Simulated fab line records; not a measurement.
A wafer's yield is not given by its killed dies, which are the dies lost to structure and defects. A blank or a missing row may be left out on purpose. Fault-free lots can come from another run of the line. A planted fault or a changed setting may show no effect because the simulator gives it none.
Which of the tools did it? | flow nand_harc | 45 wafers from 15 lots sampled at 4 of the route's 1159 steps

WHAT EACH GAUGE READ, for each wafer
NHARC_P_M1_OVL_MEAS_10: pitch 260 nm.
lot  | measured     | on         | overlay_x_nm (nm) | overlay_y_nm (nm)
L755 | day 6 05:56  | overlay-01 | -0.2 -0.7 -0.8    | 0.3 0.6 0.3
L754 | day 6 15:33  | overlay-01 | 0.0 0.4 0.0       | -0.2 -0.3 -0.5
L757 | day 6 19:09  | overlay-02 | -0.7 -0.8 -1.2    | 0.6 0.3 0.2
L758 | day 7 02:20  | overlay-02 | 0.3 0.4 -0.1      | -0.3 -0.1 0.2
L759 | day 7 10:47  | overlay-02 | -0.4 -0.6 -0.2    | 0.4 -0.1 0.2
L760 | day 7 22:08  | overlay-02 | -1.1 -0.6 -1.5    | 0.6 0.3 0.4
L763 | day 8 10:07  | overlay-02 | 0.7 1.3 0.7       | 1.0 -0.3 -0.3
L768 | day 9 05:04  | overlay-02 | -1.0 -1.2 -1.0    | 0.2 0.0 0.1
L766 | day 9 05:37  | overlay-02 | -0.3 -0.4 -0.5    | -1.0 -0.7 -0.9
L770 | day 10 11:49 | overlay-02 | -1.0 -0.7 -1.0    | -0.9 -1.1 -1.2
L771 | day 10 14:08 | overlay-02 | 0.8 0.3 1.2       | 1.7 2.2 1.3
L773 | day 10 21:11 | overlay-02 | -0.3 0.8 0.1      | -0.2 -0.1 -0.1
L772 | day 10 21:55 | overlay-01 | -0.3 -0.3 0.0     | 0.6 1.3 1.1
L774 | day 11 05:44 | overlay-01 | -0.3 0.0 -0.5     | -0.6 -0.7 -0.3
L776 | day 11 11:44 | overlay-02 | 0.9 1.0 1.1       | -1.0 -0.6 -1.4

EACH LOT AND THE TOOL THAT RAN IT (in order: tool; ch and the chambers of the sampled wafers; start)
lot  | NHARC_P_M0_PVD_21                       | NHARC_P_M0_DEP_32               | NHARC_P_M1_DEP_00
L755 | pvd_sputter-02, day 6 04:32 or earlier  | pecvd-04 ch 0,1,2, day 6 04:32  | pecvd-02 ch 0,2, day 6 05:01
L754 | pvd_sputter-03, day 6 14:13 or earlier  | pecvd-03 ch 1,2, day 6 14:13    | pecvd-04 ch 0,1,2, day 6 14:38
L757 | pvd_sputter-01, day 6 17:49 or earlier  | pecvd-02 ch 0,2, day 6 17:49    | pecvd-04 ch 0,2, day 6 18:14
L758 | pvd_sputter-01, day 7 01:07 or earlier  | pecvd-04 ch 0,1, day 7 01:07    | pecvd-02 ch 0,1, day 7 01:35
L759 | pvd_sputter-03, day 7 09:35 or earlier  | pecvd-03 ch 1,2, day 7 09:35    | pecvd-03 ch 1,2, day 7 09:59
L760 | pvd_sputter-02, day 7 20:49 or earlier  | pecvd-03 ch 1,2, day 7 20:49    | pecvd-04 ch 0,1,2, day 7 21:13
L763 | pvd_sputter-01, day 8 08:55 or earlier  | pecvd-02 ch 0,1,2, day 8 08:55  | pecvd-03 ch 0,2, day 8 09:19
L768 | pvd_sputter-01, day 9 03:45 or earlier  | pecvd-02 ch 0,2, day 9 03:45    | pecvd-02 ch 0,1,2, day 9 04:14
L766 | pvd_sputter-03, day 9 04:17 or earlier  | pecvd-03 ch 0,1, day 9 04:17    | pecvd-02 ch 1,2, day 9 04:47
L770 | pvd_sputter-03, day 10 10:37 or earlier | pecvd-02 ch 0,1,2, day 10 10:37 | pecvd-02 ch 1,2, day 10 11:03
L771 | pvd_sputter-02, day 10 12:55 or earlier | pecvd-04 ch 0,1,2, day 10 12:55 | pecvd-02 ch 0,1,2, day 10 13:20
L773 | pvd_sputter-01, day 10 19:55 or earlier | pecvd-04 ch 0,1,2, day 10 19:55 | pecvd-04 ch 0,2, day 10 20:19
L772 | pvd_sputter-03, day 10 20:34 or earlier | pecvd-03 ch 0,1, day 10 20:34   | pecvd-04 ch 0,1,2, day 10 21:02
L774 | pvd_sputter-03, day 11 04:26 or earlier | pecvd-03 ch 1,2, day 11 04:26   | pecvd-02 ch 1,2, day 11 04:54
L776 | pvd_sputter-03, day 11 10:35 or earlier | pecvd-03 ch 1,2, day 11 10:35   | pecvd-02 ch 0,1,2, day 11 11:01
- NHARC_P_M0_PVD_21: deposits Cu, target thk 30 nm, time 20.49 s.
- NHARC_P_M0_DEP_32: deposits SiCN, target thk 30 nm.
- NHARC_P_M1_DEP_00: deposits SiOC, target thk 182.5 nm.

WHAT THE TOOLS THEMSELVES READ (means of the sampled wafers that have a number; where no wafer has one, the mark that the record gives instead)
NHARC_P_M0_PVD_21.
lot  | tool           | cathode_dc_power_W (W) | throttle_valve_pct (%)
L755 | pvd_sputter-02 | 5000.6                 | 30.4
L754 | pvd_sputter-03 | 4999.5                 | 29.4
L757 | pvd_sputter-01 | 5000.3                 | 29.5
L758 | pvd_sputter-01 | 5000.0                 | 30.3
L759 | pvd_sputter-03 | 5001.0                 | 28.6
L760 | pvd_sputter-02 | 4999.5                 | 30.3
L763 | pvd_sputter-01 | 4999.9                 | 30.4
L768 | pvd_sputter-01 | 5000.5                 | 29.2
L766 | pvd_sputter-03 | 4999.9                 | 28.8
L770 | pvd_sputter-03 | 4999.8                 | 29.8
L771 | pvd_sputter-02 | 5000.6                 | 30.0
L773 | pvd_sputter-01 | 4999.9                 | 30.4
L772 | pvd_sputter-03 | 4999.6                 | 30.2
L774 | pvd_sputter-03 | 4999.3                 | 29.0
L776 | pvd_sputter-03 | 4999.8                 | 29.9

NHARC_P_M0_DEP_32.
lot  | tool     | chamber_pressure_Torr (Torr) | heater_power_outer_w (W) | heater_power_w (W) | susceptor_temp_C (C)
L755 | pecvd-04 | 3.001                        | 296                      | 531                | 369.89
L754 | pecvd-03 | 2.999                        | 322                      | 556                | 370.04
L757 | pecvd-02 | 3.003                        | 285                      | 500                | 370.19
L758 | pecvd-04 | 3.003                        | 286                      | 503                | 369.89
L759 | pecvd-03 | 2.999                        | 252                      | 482                | 369.94
L760 | pecvd-03 | 3.002                        | 312                      | 552                | 370.12
L763 | pecvd-02 | 2.998                        | 308                      | 533                | 369.97
L768 | pecvd-02 | 3.000                        | 317                      | 527                | 369.90
L766 | pecvd-03 | 3.000                        | 297                      | 534                | 369.99
L770 | pecvd-02 | 2.998                        | 327                      | 542                | 369.91
L771 | pecvd-04 | 3.003                        | 362                      | 624                | 370.18
L773 | pecvd-04 | 3.001                        | 318                      | 567                | 369.89
L772 | pecvd-03 | 2.998                        | 269                      | 496                | 370.35
L774 | pecvd-03 | 2.997                        | 286                      | 517                | 370.04
L776 | pecvd-03 | 2.994                        | 296                      | 518                | 370.00

NHARC_P_M1_DEP_00.
lot  | tool     | chamber_pressure_Torr (Torr) | rf_fwd_power_W (W)
L755 | pecvd-02 | 4.997                        | 599.8
L754 | pecvd-04 | 5.015                        | 600.7
L757 | pecvd-04 | 5.009                        | 598.0
L758 | pecvd-02 | 4.987                        | 598.0
L759 | pecvd-03 | 4.994                        | 596.4
L760 | pecvd-04 | 5.001                        | 599.7
L763 | pecvd-03 | -                            | -
L768 | pecvd-02 | -                            | -
L766 | pecvd-02 | -                            | -
L770 | pecvd-02 | 4.999                        | 599.3
L771 | pecvd-02 | 4.995                        | 596.8
L773 | pecvd-04 | 4.993                        | 598.7
L772 | pecvd-04 | 5.006                        | 599.0
L774 | pecvd-02 | 5.015                        | 598.3
L776 | pecvd-02 | 5.006                        | 598.6

THE ANSWER, worked out from the rows above alone
Rule: the usual values come from the lots themselves. The widest of any qualifying gaps counts: lots, ordered by their means at a reading, are off when they make up no more than a third of the lots, leave a main group of 4 or more, and stand apart from it by 3 or more times the standard deviation of that group's means. If all means in a main group match to the digits the tables above print for the reading, that group is not used. Also off: a lot with no number at a reading for which 4 or more lots have one. The other lots that the step has rows for count as sound. Order of review: gauges by route order, followed by the tools' own readings, for which a lot's mean as printed above is used. The first step at which some lot is off is used, and at that step the reading that is off furthest; a lot without a number counts as furthest.
Off: L763, L768, L766 (NHARC_P_M1_DEP_00, chamber_pressure_Torr). Without a number there: L763, L768, L766. The main group: mean 5.001 Torr, standard deviation 0.0085.
If a tool, at that step or one of the process steps before it, ran each lot that is off and ran no sound lot following the first of them, it fits. NHARC_P_M0_PVD_21 gives no start for some lots, so the hours and the order of its lots are those of NHARC_P_M0_DEP_32. Of those tried, none fits.

WHAT HAD BEEN PUT IN BY THE SIMULATOR
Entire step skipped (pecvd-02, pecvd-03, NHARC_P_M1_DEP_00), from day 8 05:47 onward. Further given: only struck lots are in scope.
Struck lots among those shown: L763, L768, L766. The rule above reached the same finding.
